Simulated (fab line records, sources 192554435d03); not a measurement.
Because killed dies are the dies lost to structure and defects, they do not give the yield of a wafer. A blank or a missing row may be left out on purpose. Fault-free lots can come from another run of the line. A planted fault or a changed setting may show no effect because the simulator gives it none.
Chamber matching	flow n5 finfet	pecvd-01 running N5_BEOL_M12_DEP_53: 3 sister chambers
The step deposits SiCN from 3MS/NH3, target thk 30 nm, time 10.5 s. 6 wafers are shown with their chamber, then 7 later ones without.

WAFERS WITH THEIR CHAMBER
wafer	chamber	throttle valve pct (%)	showerhead plenum p Torr (Torr)
L082.3	1	18.8	4.165
L089.1	2	18.2	4.156
L089.2	1	18.8	4.159
L089.3	2	18.1	4.166
L091.2	0	19.3	4.167
L091.5	0	19.3	4.170

WAFERS WITHOUT THEIR CHAMBER
wafer	throttle valve pct (%)	showerhead plenum p Torr (Torr)
L091.6	17.7	4.168
L092.1	18.9	4.165
L092.2	18.3	4.159
L092.4	19.1	4.173
L097.2	19.4	4.162
L097.4	18.3	4.157
L097.6	18.9	4.153

EACH ONE'S CHAMBER
wafer	from the rows above	in truth
L091.6	2	2
L092.1	1	1
L092.2	2	2
L092.4	0	0
L097.2	0	0
L097.4	2	2
L097.6	1	1
Placed correctly: 7 of 7. Can't be placed from these rows: 0. Number placed wrongly: 0.
How it was worked out, from the rows above alone: a wafer's distance from a chamber is the root of the sum, over the readings, of the square of ((its reading less the chamber's mean) divided by the reading's scatter). If the next closest chamber is less than 2 further off than the closest, the wafer can't be placed; otherwise it belongs to the closest. A chamber's mean is the mean of its shown wafers. The scatter: the root of (the sum of the squares of (reading less its chamber's mean) over the shown wafers, divided by (wafers less chambers)).
